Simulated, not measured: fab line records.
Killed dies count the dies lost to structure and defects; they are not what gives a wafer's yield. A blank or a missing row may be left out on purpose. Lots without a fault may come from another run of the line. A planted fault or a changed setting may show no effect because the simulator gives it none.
The tool behind it: which one? / flow n5 finfet / Sampling: 12 lots, 34 wafers, 4 of 1938 route steps

## WHAT EACH GAUGE READ, for each wafer
N5_PASSIVATION_OVL_MEAS_66. Usual: PASS_OPEN_OVL typically reads -2 nm, with standard deviation 5.4.
lot=L351; measured=day 12 06:29; on=overlay-02; PASS_OPEN_OVL (nm)=4 4 3; flag=
lot=L352; measured=day 12 11:42; on=overlay-01; PASS_OPEN_OVL (nm)=2 -2 -6; flag=
lot=L353; measured=day 12 12:10; on=overlay-01; PASS_OPEN_OVL (nm)=-1 -1 -1; flag=
lot=L357; measured=day 14 12:01; on=overlay-01; PASS_OPEN_OVL (nm)=-5 4; flag=
lot=L358; measured=day 14 04:01; on=overlay-02; PASS_OPEN_OVL (nm)=1 3 3; flag=
lot=L359; measured=day 14 04:47; on=overlay-02; PASS_OPEN_OVL (nm)=-14 -10; flag=
lot=L360; measured=day 14 16:10; on=overlay-02; PASS_OPEN_OVL (nm)=9 5 8; flag=
lot=L363; measured=day 15 00:43; on=overlay-01; PASS_OPEN_OVL (nm)=-6 -6 -5; flag=
lot=L366; measured=day 15 23:35; on=overlay-01; PASS_OPEN_OVL (nm)=-11 -13 -14; flag=
lot=L371; measured=day 17 04:49; on=overlay-01; PASS_OPEN_OVL (nm)=2 -8 -4; flag=
lot=L372; measured=day 17 08:15; on=overlay-01; PASS_OPEN_OVL (nm)=1 1 -7; flag=
lot=L373; measured=day 18 01:49; on=overlay-01; PASS_OPEN_OVL (nm)=2 -3 4; flag=

## WHAT TOOL EACH LOT RAN ON (gives the tool, then ch and the chambers of the sampled wafers, and finally the start)
lot=L351; N5_ILD0_ALD_15=ald sin-04 ch 0,1,2, day 3 14:25; N5_PASSIVATION_PASS_ETCH_74=rie diel-01 ch 0,1,3, day 12 03:28; N5_PASSIVATION_PRE_CLEAN_19=pvd sputter-03, day 12 04:07
lot=L352; N5_ILD0_ALD_15=ald sin-02 ch 0,2,3, day 3 21:00; N5_PASSIVATION_PASS_ETCH_74=rie diel-05 ch 1,2, day 12 06:36; N5_PASSIVATION_PRE_CLEAN_19=pvd sputter-01, day 12 09:02
lot=L353; N5_ILD0_ALD_15=ald sin-01 ch 0,2, day 4 01:20; N5_PASSIVATION_PASS_ETCH_74=rie diel-05 ch 0,1, day 12 08:41; N5_PASSIVATION_PRE_CLEAN_19=pvd sputter-02, day 12 09:45
lot=L357; N5_ILD0_ALD_15=ald sin-04 ch 0,3, day 5 08:04; N5_PASSIVATION_PASS_ETCH_74=rie diel-05 ch 0,1, day 14 08:49; N5_PASSIVATION_PRE_CLEAN_19=pvd sputter-03, day 14 09:29
lot=L358; N5_ILD0_ALD_15=ald sin-04 ch 2,3, day 5 11:12; N5_PASSIVATION_PASS_ETCH_74=rie diel-05 ch 0,1,2, day 14 00:23; N5_PASSIVATION_PRE_CLEAN_19=pvd sputter-02, day 14 01:27
lot=L359; N5_ILD0_ALD_15=ald sin-01 ch 2,3, day 5 15:17; N5_PASSIVATION_PASS_ETCH_74=rie diel-06 ch 2,3, day 14 01:37; N5_PASSIVATION_PRE_CLEAN_19=pvd sputter-01, day 14 02:24
lot=L360; N5_ILD0_ALD_15=ald sin-02 ch 1,2,3, day 5 20:25; N5_PASSIVATION_PASS_ETCH_74=rie diel-05 ch 0,1,2, day 14 12:41; N5_PASSIVATION_PRE_CLEAN_19=pvd sputter-01, day 14 13:32
lot=L363; N5_ILD0_ALD_15=ald sin-01 ch 1,2,3, day 6 16:11; N5_PASSIVATION_PASS_ETCH_74=rie diel-01 ch 0,1, day 14 21:17; N5_PASSIVATION_PRE_CLEAN_19=pvd sputter-03, day 14 22:16
lot=L366; N5_ILD0_ALD_15=ald sin-01 ch 0,1,3, day 7 09:53; N5_PASSIVATION_PASS_ETCH_74=rie diel-01 ch 0,1,2, day 15 20:02; N5_PASSIVATION_PRE_CLEAN_19=pvd sputter-02, day 15 21:01
lot=L371; N5_ILD0_ALD_15=ald sin-02 ch 1,2, day 8 18:28; N5_PASSIVATION_PASS_ETCH_74=rie diel-01 ch 1,3, day 17 01:44; N5_PASSIVATION_PRE_CLEAN_19=pvd sputter-02, day 17 02:19
lot=L372; N5_ILD0_ALD_15=ald sin-04 ch 1,2, day 8 20:53; N5_PASSIVATION_PASS_ETCH_74=rie diel-06 ch 0,3, day 17 04:22; N5_PASSIVATION_PRE_CLEAN_19=pvd sputter-03, day 17 05:04
lot=L373; N5_ILD0_ALD_15=ald sin-04 ch 0,2,3, day 9 04:52; N5_PASSIVATION_PASS_ETCH_74=rie diel-06 ch 1,3, day 17 22:26; N5_PASSIVATION_PRE_CLEAN_19=pvd sputter-03, day 17 23:25
- N5_ILD0_ALD_15: deposits SiNx, target thk 24 nm, pulse time 1 s, ald cycles 480.
- N5_PASSIVATION_PASS_ETCH_74: etches SiNx in CF4/O2, target depth 220 nm, time 110 s.
- N5_PASSIVATION_PRE_CLEAN_19

## WHAT THE TOOLS THEMSELVES READ (means of the sampled wafers that have a number; where no wafer has one, the mark that the record gives instead)
N5_ILD0_ALD_15. Usual: heater power w 854 W, standard deviation 99; precursor pulse height rel 0.999, standard deviation 0.021.
lot=L351; tool=ald sin-04; heater power w (W)=880; precursor pulse height rel=1.008; flag=
lot=L352; tool=ald sin-02; heater power w (W)=758; precursor pulse height rel=0.984; flag=
lot=L353; tool=ald sin-01; heater power w (W)=969; precursor pulse height rel=0.998; flag=
lot=L357; tool=ald sin-04; heater power w (W)=827; precursor pulse height rel=1.009; flag=
lot=L358; tool=ald sin-04; heater power w (W)=818; precursor pulse height rel=0.998; flag=
lot=L359; tool=ald sin-01; heater power w (W)=943; precursor pulse height rel=0.994; flag=
lot=L360; tool=ald sin-02; heater power w (W)=833; precursor pulse height rel=1.012; flag=
lot=L363; tool=ald sin-01; heater power w (W)=933; precursor pulse height rel=0.986; flag=
lot=L366; tool=ald sin-01; heater power w (W)=859; precursor pulse height rel=1.006; flag=
lot=L371; tool=ald sin-02; heater power w (W)=807; precursor pulse height rel=1.001; flag=
lot=L372; tool=ald sin-04; heater power w (W)=895; precursor pulse height rel=1.001; flag=
lot=L373; tool=ald sin-04; heater power w (W)=870; precursor pulse height rel=0.994; flag=

N5_PASSIVATION_PASS_ETCH_74. Usual: drypump motor current A 5.6 A, standard deviation 0.31; oes_o_777_au 0.81 a.u., standard deviation 0.086; oes product au 0.81 a.u., standard deviation 0.084; rf vpp V 241 V, standard deviation 3.8; showerhead plenum p Torr 2.22 Torr, standard deviation 0.046; throttle valve pct 15.93 %, standard deviation 0.18.
lot=L351; tool=rie diel-01; drypump motor current A (A)=5.9; oes_o_777_au (a.u.)=0.85; oes product au (a.u.)=0.84; rf vpp V (V)=242; showerhead plenum p Torr (Torr)=2.25; throttle valve pct (%)=15.94; flag=
lot=L352; tool=rie diel-05; drypump motor current A (A)=5.4; oes_o_777_au (a.u.)=0.80; oes product au (a.u.)=0.81; rf vpp V (V)=247; showerhead plenum p Torr (Torr)=2.22; throttle valve pct (%)=15.84; flag=
lot=L353; tool=rie diel-05; drypump motor current A (A)=5.8; oes_o_777_au (a.u.)=0.75; oes product au (a.u.)=0.76; rf vpp V (V)=245; showerhead plenum p Torr (Torr)=2.26; throttle valve pct (%)=15.91; flag=
lot=L357; tool=rie diel-05; drypump motor current A (A)=5.7; oes_o_777_au (a.u.)=0.74; oes product au (a.u.)=0.76; rf vpp V (V)=246; showerhead plenum p Torr (Torr)=2.25; throttle valve pct (%)=15.89; flag=
lot=L358; tool=rie diel-05; drypump motor current A (A)=5.6; oes_o_777_au (a.u.)=0.77; oes product au (a.u.)=0.77; rf vpp V (V)=245; showerhead plenum p Torr (Torr)=2.24; throttle valve pct (%)=15.93; flag=
lot=L359; tool=rie diel-06; drypump motor current A (A)=5.4; oes_o_777_au (a.u.)=0.74; oes product au (a.u.)=0.74; rf vpp V (V)=236; showerhead plenum p Torr (Torr)=2.16; throttle valve pct (%)=16.12; flag=
lot=L360; tool=rie diel-05; drypump motor current A (A)=5.6; oes_o_777_au (a.u.)=0.76; oes product au (a.u.)=0.77; rf vpp V (V)=245; showerhead plenum p Torr (Torr)=2.24; throttle valve pct (%)=15.94; flag=
lot=L363; tool=rie diel-01; drypump motor current A (A)=6.0; oes_o_777_au (a.u.)=0.89; oes product au (a.u.)=0.87; rf vpp V (V)=240; showerhead plenum p Torr (Torr)=2.24; throttle valve pct (%)=16.00; flag=
lot=L366; tool=rie diel-01; drypump motor current A (A)=5.8; oes_o_777_au (a.u.)=0.88; oes product au (a.u.)=0.86; rf vpp V (V)=240; showerhead plenum p Torr (Torr)=2.21; throttle valve pct (%)=15.91; flag=
lot=L371; tool=rie diel-01; drypump motor current A (A)=5.8; oes_o_777_au (a.u.)=0.89; oes product au (a.u.)=0.92; rf vpp V (V)=244; showerhead plenum p Torr (Torr)=2.25; throttle valve pct (%)=15.66; flag=
lot=L372; tool=rie diel-06; drypump motor current A (A)=5.6; oes_o_777_au (a.u.)=0.70; oes product au (a.u.)=0.71; rf vpp V (V)=238; showerhead plenum p Torr (Torr)=2.22; throttle valve pct (%)=16.12; flag=
lot=L373; tool=rie diel-06; drypump motor current A (A)=5.3; oes_o_777_au (a.u.)=0.79; oes product au (a.u.)=0.79; rf vpp V (V)=237; showerhead plenum p Torr (Torr)=2.17; throttle valve pct (%)=15.97; flag=

N5_PASSIVATION_PRE_CLEAN_19. Usual: heater power w reads 471 W (standard deviation 65).
lot=L351; tool=pvd sputter-03; heater power w (W)=465; flag=
lot=L352; tool=pvd sputter-01; heater power w (W)=391; flag=
lot=L353; tool=pvd sputter-02; heater power w (W)=471; flag=
lot=L357; tool=pvd sputter-03; heater power w (W)=549; flag=
lot=L358; tool=pvd sputter-02; heater power w (W)=507; flag=
lot=L359; tool=pvd sputter-01; heater power w (W)=408; flag=
lot=L360; tool=pvd sputter-01; heater power w (W)=397; flag=
lot=L363; tool=pvd sputter-03; heater power w (W)=491; flag=
lot=L366; tool=pvd sputter-02; heater power w (W)=460; flag=
lot=L371; tool=pvd sputter-02; heater power w (W)=476; flag=
lot=L372; tool=pvd sputter-03; heater power w (W)=493; flag=
lot=L373; tool=pvd sputter-03; heater power w (W)=429; flag=

## THE ANSWER, worked out from the rows above alone
Rule: lot off if the mean of its wafers having a number is beyond 3 standard deviations from the usual mean. Also off: a lot with no number at a reading for which 4 or more lots have one. All remaining lots with rows at the step are treated as sound. The gauges are gone through in route order, then the tools' own readings, and for those a lot's mean is taken as printed above. The first step at which some lot is off is used, and at that step the reading that is off furthest; a lot without a number counts as furthest.
Nothing can be told from this: no lot is off at any reading shown.

## WHAT HAD BEEN PUT IN BY THE SIMULATOR
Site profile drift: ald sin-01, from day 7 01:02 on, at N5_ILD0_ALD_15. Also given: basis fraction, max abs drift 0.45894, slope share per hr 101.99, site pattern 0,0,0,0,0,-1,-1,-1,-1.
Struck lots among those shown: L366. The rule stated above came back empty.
